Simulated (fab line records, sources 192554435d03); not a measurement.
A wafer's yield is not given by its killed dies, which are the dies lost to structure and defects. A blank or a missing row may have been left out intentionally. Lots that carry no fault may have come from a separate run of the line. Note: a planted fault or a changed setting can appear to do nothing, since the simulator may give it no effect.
What tool caused it?	flow n5Finfet	72 wafers from 24 lots sampled at 6 of the route's 1938 steps

## WHAT THE GAUGES READ, wafer by wafer
N5_BEOL_M14_THK_MEAS_01. Usual: M14_ILD_THK gives 1117 nm (standard deviation 15).
lot	measured	on	M14_ILD_THK (nm)	flag
L074	day 11 00:16	filmMetro-01	1128 1137 1122	
L075	day 11 02:40	filmMetro-01	1111 1134 1127	
L076	day 11 10:44	filmMetro-02	1090 1125 1138	
L077	day 11 13:45	filmMetro-01	1111 1099 1125	
L079	day 12 04:45	filmMetro-01	1087 1114 1129	
L078	day 12 04:29	filmMetro-02	1124 1094 1103	
L081	day 12 06:40	filmMetro-01	1107 1101 1150	
L080	day 12 15:54	filmMetro-01	1119 1129 1134	
L083	day 12 16:33	filmMetro-02	1108 1109 1115	
L082	day 12 17:10	filmMetro-02	1108 1121 1125	
L084	day 13 08:11	filmMetro-01	1126 1110 1130	
L086	day 13 21:58	filmMetro-02	1113 1139 1123	
L087	day 14 04:13	filmMetro-01	1081 1122 1109	
L085	day 14 04:31	filmMetro-02	1090 1128 1125	
L088	day 14 04:48	filmMetro-02	1092 1126 1130	
L089	day 14 13:23	filmMetro-01	1146 1113 1163	
L091	day 15 01:49	filmMetro-02	1109 1116 1122	
L090	day 15 02:17	filmMetro-01	1085 1104 1115	
L092	day 15 12:50	filmMetro-02	1102 1115 1134	
L093	day 16 04:59	filmMetro-02	1123 1127 1122	
L094	day 16 10:04	filmMetro-01	1103 1119 1122	
L096	day 16 15:52	filmMetro-02	1113 1121 1128	
L097	day 16 16:05	filmMetro-02	1127 1110 1117	
L095	day 16 20:13	filmMetro-01	1127 1122 1119	

## WHICH TOOL RAN EACH LOT (tool, then ch and the chambers of the sampled wafers, then the start)
lot	N5_BEOL_M12_ETCH_67	N5_BEOL_M12_STRIP_37	N5_BEOL_M12_SPUTTER_45	N5_BEOL_M13_VIA_ETCH_16	N5_BEOL_M13_SPUTTER_44
L074	rieDiel-06 ch 0,2, day 10 14:57	plasmaAsher-02 ch 0,1, day 10 15:28	pvdSputter-01, day 10 16:02	rieDiel-02 ch 2,3, day 10 18:55	pvdSputter-03, day 10 22:23
L075	rieDiel-05 ch 0,2, day 10 18:32	plasmaAsher-01 ch 0,1, day 10 19:04	pvdSputter-03, day 10 21:26	rieDiel-03 ch 2,3, day 10 23:14	pvdSputter-01, day 11 01:19
L076	rieDiel-06 ch 0,2,3, day 11 01:26	plasmaAsher-02 ch 0,1, day 11 01:57	pvdSputter-01, day 11 04:59	rieDiel-01 ch 0,1,3, day 11 06:50	pvdSputter-01, day 11 09:24
L077	rieDiel-04 ch 0,3, day 11 04:27	plasmaAsher-02 ch 0,1, day 11 04:58	pvdSputter-03, day 11 05:52	rieDiel-03 ch 0,1,2, day 11 08:25	pvdSputter-03, day 11 12:25
L079	rieDiel-05 ch 0,2,3, day 11 14:16	plasmaAsher-02 ch 0,1, day 11 14:49	pvdSputter-03, day 11 20:49	rieDiel-01 ch 1,2,3, day 11 23:11	pvdSputter-01, day 12 03:23
L078	rieDiel-04 ch 0,1,2, day 11 15:41	plasmaAsher-02 ch 0,1, day 11 16:12	pvdSputter-02, day 11 19:58	rieDiel-02 ch 1,3, day 11 22:08	pvdSputter-02, day 12 03:09
L081	rieDiel-06 ch 1,2,3, day 11 22:35	plasmaAsher-01 ch 0,1, day 11 23:06	pvdSputter-01, day 12 00:47	rieDiel-01 ch 0,1,3, day 12 02:52	pvdSputter-02, day 12 05:19
L080	rieDiel-04 ch 1,3, day 11 23:43	plasmaAsher-01 ch 0,1, day 12 00:14	pvdSputter-02, day 12 03:33	rieDiel-02 ch 1,3, day 12 05:28	pvdSputter-02, day 12 14:04
L083	rieDiel-06 ch 0,2,3, day 12 01:41	plasmaAsher-01 ch 0,1, day 12 02:13	pvdSputter-02, day 12 03:52	rieDiel-03 ch 1,2, day 12 06:14	pvdSputter-02, day 12 14:28
L082	rieDiel-06 ch 0,1, day 12 02:18	plasmaAsher-02 ch 0,1, day 12 02:50	pvdSputter-03, day 12 04:05	rieDiel-01 ch 0,3, day 12 06:35	pvdSputter-02, day 12 14:47
L084	rieDiel-06 ch 1,2,3, day 13 00:12	plasmaAsher-02 ch 0,1, day 13 00:43	pvdSputter-01, day 13 02:31	rieDiel-02 ch 0,1,3, day 13 04:49	pvdSputter-02, day 13 06:50
L086	rieDiel-04 ch 1,2, day 13 13:53	plasmaAsher-02 ch 0,1, day 13 14:46	pvdSputter-02, day 13 15:53	rieDiel-03 ch 0,2,3, day 13 17:40	pvdSputter-02, day 13 20:38
L087	rieDiel-06 ch 0,1,3, day 13 14:40	plasmaAsher-02 ch 0, day 13 15:22	pvdSputter-03, day 13 21:11	rieDiel-01 ch 0,3, day 13 23:23	pvdSputter-02, day 14 02:53
L085	rieDiel-04 ch 1,2, day 13 14:58	plasmaAsher-02 ch 0,1, day 13 15:34	pvdSputter-02, day 13 21:31	rieDiel-02 ch 0,2,3, day 13 23:44	pvdSputter-03, day 14 02:58
L088	rieDiel-04 ch 1,2,3, day 13 15:43	plasmaAsher-02 ch 0,1, day 13 16:19	pvdSputter-02, day 13 21:52	rieDiel-01 ch 1,3, day 13 23:55	pvdSputter-01, day 14 03:00
L089	rieDiel-06 ch 1,2,3, day 13 23:46	plasmaAsher-01 ch 0,1, day 14 00:17	pvdSputter-03, day 14 02:32	rieDiel-01 ch 0,1,3, day 14 04:49	pvdSputter-03, day 14 11:43
L091	rieDiel-06 ch 0,2,3, day 14 13:34	plasmaAsher-02 ch 0,1, day 14 14:07	pvdSputter-01, day 14 17:46	rieDiel-01 ch 0,1, day 14 19:26	pvdSputter-01, day 14 23:57
L090	rieDiel-04 ch 1, day 14 17:22	plasmaAsher-02 ch 0,1, day 14 18:07	pvdSputter-01, day 14 19:03	rieDiel-03 ch 0,2, day 14 20:50	pvdSputter-02, day 15 00:27
L092	rieDiel-06 ch 0,2,3, day 14 21:19	plasmaAsher-01 ch 0,1, day 14 21:50	pvdSputter-01, day 15 00:27	rieDiel-01 ch 0,1,3, day 15 02:33	pvdSputter-02, day 15 08:19
L093	rieDiel-06 ch 0,1,3, day 15 11:07	plasmaAsher-02 ch 0,1, day 15 11:39	pvdSputter-01, day 15 16:35	rieDiel-03 ch 0,3, day 15 18:40	pvdSputter-01, day 16 03:17
L094	rieDiel-05 ch 0,2, day 15 14:56	plasmaAsher-02 ch 0,1, day 15 15:27	pvdSputter-01, day 16 03:47	rieDiel-03 ch 1,2,3, day 16 05:37	pvdSputter-01, day 16 08:21
L096	rieDiel-05 ch 0,3, day 16 05:50	plasmaAsher-02 ch 0,1, day 16 06:29	pvdSputter-01, day 16 07:11	rieDiel-01 ch 1,2,3, day 16 09:37	pvdSputter-01, day 16 13:59
L097	rieDiel-06 ch 0,1, day 16 09:10	plasmaAsher-01 ch 0,1, day 16 09:41	pvdSputter-03, day 16 10:54	rieDiel-03 ch 0,1,3, day 16 12:46	pvdSputter-01, day 16 14:45
L095	rieDiel-04 ch 1,2, day 16 09:18	plasmaAsher-02 ch 0,1, day 16 09:49	pvdSputter-01, day 16 11:02	rieDiel-02 ch 0,1,3, day 16 13:14	pvdSputter-01, day 16 18:46
- N5_BEOL_M12_ETCH_67: etches SiARC in CF4, target depth 143 nm, time 238.3 s.
- N5_BEOL_M12_STRIP_37: strips in N2/H2.
- N5_BEOL_M12_SPUTTER_45: material Cu, target thk 80 nm, time 13.33 s.
- N5_BEOL_M13_VIA_ETCH_16: etches SiOC in C4F8/O2/Ar, target depth 921.7 nm.
- N5_BEOL_M13_SPUTTER_44: material Ta, target thk 10 nm, time 16.13 s.

## WHAT THE TOOLS THEMSELVES READ (means of the sampled wafers that have a number; where no wafer has one, the mark that the record gives instead)
N5_BEOL_M12_ETCH_67. Usual: drypumpMotorCurrentA 5.4 A (standard deviation 0.49); etchRfOnTimeS 237 s (standard deviation 5.6); mfcArSccm 100.01 sccm (standard deviation 0.29); oesProductAu 0.66 a.u. (standard deviation 0.069); rfVppV 183.9 V (standard deviation 1.2); showerheadPlenumPTorr 2.14 Torr (standard deviation 0.083); throttleValvePct 15.71 % (standard deviation 0.22).
lot	tool	drypumpMotorCurrentA (A)	etchRfOnTimeS (s)	mfcArSccm (sccm)	oesProductAu (a.u.)	rfVppV (V)	showerheadPlenumPTorr (Torr)	throttleValvePct (%)	flag
L074	rieDiel-06	5.0	235	100.12	0.63	183.3	2.07	15.72	
L075	rieDiel-05	5.6	243	99.65	0.68	184.9	2.24	15.55	
L076	rieDiel-06	5.0	236	99.87	0.68	184.0	2.14	15.66	
L077	rieDiel-04	5.5	247	100.12	0.59	183.9	2.18	15.72	
L079	rieDiel-05	5.9	241	99.94	0.72	185.2	2.25	15.54	
L078	rieDiel-04	5.9	241	100.19	0.63	183.0	2.10	15.66	
L081	rieDiel-06	5.3	231	100.14	0.67	184.3	2.17	15.78	
L080	rieDiel-04	5.4	240	99.70	0.62	184.2	2.10	15.72	
L083	rieDiel-06	5.0	233	100.21	0.67	183.9	2.14	15.67	
L082	rieDiel-06	5.3	235	100.14	0.62	183.4	2.10	15.93	
L084	rieDiel-06	5.3	234	99.98	0.66	184.2	2.16	15.81	
L086	rieDiel-04	6.1	237	99.77	0.66	183.0	2.06	15.73	
L087	rieDiel-06	5.1	234	99.93	0.67	183.9	2.14	15.76	
L085	rieDiel-04	6.0	241	100.39	0.63	183.9	2.04	15.65	
L088	rieDiel-04	5.7	237	99.71	0.64	183.9	2.08	15.74	
L089	rieDiel-06	5.2	234	99.97	0.66	183.9	2.16	15.82	
L091	rieDiel-06	5.0	233	100.07	0.65	184.1	2.13	15.71	
L090	rieDiel-04	5.8	240	100.00	0.60	183.2	2.02	15.57	
L092	rieDiel-06	5.0	235	100.13	0.65	184.1	2.13	15.74	
L093	rieDiel-06	5.1	236	99.95	0.65	184.5	2.14	15.80	
L094	rieDiel-05	5.5	245	100.09	0.65	185.3	2.22	15.65	
L096	rieDiel-05	6.0	236	100.36	0.65	185.6	2.24	15.83	
L097	rieDiel-06	5.3	234	99.94	0.59	184.0	2.09	15.98	
L095	rieDiel-04	6.2	240	100.16	0.64	182.1	2.05	15.78	

N5_BEOL_M12_STRIP_37. Usual: drypumpMotorCurrentA 6.1 A, standard deviation 0.46; h2FlowSccm 3249 sccm, standard deviation 9.6; heaterPowerW 366 W, standard deviation 16; oesProductAu 0.788 a.u., standard deviation 0.01.
lot	tool	drypumpMotorCurrentA (A)	h2FlowSccm (sccm)	heaterPowerW (W)	oesProductAu (a.u.)	flag
L074	plasmaAsher-02	6.0	3243	358	0.789	
L075	plasmaAsher-01	5.8	3254	384	0.800	
L076	plasmaAsher-02	6.0	3245	356	0.785	
L077	plasmaAsher-02	6.0	3244	362	0.782	
L079	plasmaAsher-02	6.0	3262	362	0.789	
L078	plasmaAsher-02	6.0	3245	356	0.786	
L081	plasmaAsher-01	5.8	3245	382	0.782	
L080	plasmaAsher-01	5.8	3259	368	0.800	
L083	plasmaAsher-01	5.8	3244	368	0.789	
L082	plasmaAsher-02	6.4	3259	362	0.779	
L084	plasmaAsher-02	6.0	3249	356	0.791	
L086	plasmaAsher-02	6.4	3254	368	0.785	
L087	plasmaAsher-02	5.7	3248	352	0.795	
L085	plasmaAsher-02	6.4	3259	372	0.790	
L088	plasmaAsher-02	6.4	3251	367	0.781	
L089	plasmaAsher-01	5.8	3254	385	0.795	
L091	plasmaAsher-02	6.4	3257	366	0.787	
L090	plasmaAsher-02	6.0	3244	359	0.779	
L092	plasmaAsher-01	5.8	3242	368	0.784	
L093	plasmaAsher-02	6.0	3252	355	0.783	
L094	plasmaAsher-02	6.0	3250	358	0.802	
L096	plasmaAsher-02	6.4	3256	363	0.792	
L097	plasmaAsher-01	5.8	3254	373	0.793	
L095	plasmaAsher-02	6.4	3243	369	0.795	

N5_BEOL_M12_SPUTTER_45. Usual: 29.6 % for throttleValvePct, sd 0.97.
lot	tool	throttleValvePct (%)	flag
L074	pvdSputter-01	28.6	
L075	pvdSputter-03	30.0	
L076	pvdSputter-01	29.1	
L077	pvdSputter-03	28.8	
L079	pvdSputter-03	30.6	
L078	pvdSputter-02	30.2	
L081	pvdSputter-01	29.1	
L080	pvdSputter-02	29.5	
L083	pvdSputter-02	30.0	
L082	pvdSputter-03	30.0	
L084	pvdSputter-01	29.1	
L086	pvdSputter-02	30.2	
L087	pvdSputter-03	30.0	
L085	pvdSputter-02	30.8	
L088	pvdSputter-02	29.8	
L089	pvdSputter-03	29.8	
L091	pvdSputter-01	28.9	
L090	pvdSputter-01	29.3	
L092	pvdSputter-01	29.1	
L093	pvdSputter-01	28.5	
L094	pvdSputter-01	29.3	
L096	pvdSputter-01	29.8	
L097	pvdSputter-03	29.3	
L095	pvdSputter-01	29.1	

N5_BEOL_M13_VIA_ETCH_16. Usual: drypumpMotorCurrentA 5.9 A, standard deviation 0.48; mfcArSccm 400.0 sccm, standard deviation 1.2; oesProductAu 0.70 a.u., standard deviation 0.073; rfVppV 666.9 V, standard deviation 2.5; showerheadPlenumPTorr 3.47 Torr, standard deviation 0.09; throttleValvePct 24.18 %, standard deviation 0.18.
lot	tool	drypumpMotorCurrentA (A)	mfcArSccm (sccm)	oesProductAu (a.u.)	rfVppV (V)	showerheadPlenumPTorr (Torr)	throttleValvePct (%)	flag
L074	rieDiel-02	5.9	399.5	0.77	669.0	3.55	24.08	
L075	rieDiel-03	5.6	399.1	0.69	667.0	3.46	24.21	
L076	rieDiel-01	6.0	399.4	0.73	668.0	3.48	24.15	
L077	rieDiel-03	5.9	400.7	0.70	666.2	3.46	24.33	
L079	rieDiel-01	6.0	400.8	0.68	667.5	3.50	24.03	
L078	rieDiel-02	5.7	399.2	0.71	667.3	3.47	23.91	
L081	rieDiel-01	6.0	399.7	0.72	667.5	3.48	24.16	
L080	rieDiel-02	5.7	400.1	0.76	668.5	3.55	23.95	
L083	rieDiel-03	5.3	399.3	0.73	664.8	3.43	24.24	
L082	rieDiel-01	6.0	401.8	0.74	666.1	3.43	24.22	
L084	rieDiel-02	5.5	400.2	0.78	667.7	3.50	23.93	
L086	rieDiel-03	5.9	400.2	0.68	666.4	3.43	24.29	
L087	rieDiel-01	6.1	400.3	0.68	665.4	3.40	24.19	
L085	rieDiel-02	5.7	400.1	0.76	667.0	3.49	24.10	
L088	rieDiel-01	6.2	399.8	0.67	665.6	3.44	24.15	
L089	rieDiel-01	6.0	399.7	0.72	667.0	3.47	24.18	
L091	rieDiel-01	5.8	400.3	0.74	668.4	3.50	24.22	
L090	rieDiel-03	6.1	400.2	0.68	664.8	3.41	24.34	
L092	rieDiel-01	6.0	398.2	0.71	666.9	3.47	24.19	
L093	rieDiel-03	6.5	401.2	0.64	666.6	3.45	24.39	
L094	rieDiel-03	5.6	400.9	0.66	666.8	3.46	24.32	
L096	rieDiel-01	6.0	399.5	0.65	668.2	3.48	24.07	
L097	rieDiel-03	6.2	400.0	0.63	666.9	3.49	24.42	
L095	rieDiel-02	5.5	400.3	0.74	667.3	3.49	23.96	

N5_BEOL_M13_SPUTTER_44. Usual: 29.7 % for throttleValvePct, sd 0.85.
lot	tool	throttleValvePct (%)	flag
L074	pvdSputter-03	30.0	
L075	pvdSputter-01	29.8	
L076	pvdSputter-01	29.0	
L077	pvdSputter-03	29.2	
L079	pvdSputter-01	29.7	
L078	pvdSputter-02	30.0	
L081	pvdSputter-02	30.0	
L080	pvdSputter-02	30.9	
L083	pvdSputter-02	30.4	
L082	pvdSputter-02	29.9	
L084	pvdSputter-02	30.2	
L086	pvdSputter-02	30.1	
L087	pvdSputter-02	30.0	
L085	pvdSputter-03	30.7	
L088	pvdSputter-01	29.8	
L089	pvdSputter-03	29.9	
L091	pvdSputter-01	29.5	
L090	pvdSputter-02	30.9	
L092	pvdSputter-02	30.1	
L093	pvdSputter-01	29.8	
L094	pvdSputter-01	29.0	
L096	pvdSputter-01	29.4	
L097	pvdSputter-01	28.6	
L095	pvdSputter-01	28.6	

## THE ANSWER, worked out from the rows above alone
Rule: take the mean of a lot's wafers that have a number; if it is more than 3 standard deviations from the usual mean, the lot is off. A lot without any number at a reading at which 4 lots or more have one is off too. Where the step has rows for the other lots, those lots are counted as sound. First the gauges in route order, then the tools' own readings, where a lot's mean is used as printed above. At the first step where some lot is off, the reading lying furthest off is the one used; lots without a number count as furthest.
No lot is off at any reading shown: from this, nothing can be told.

## WHAT HAD BEEN PUT IN BY THE SIMULATOR
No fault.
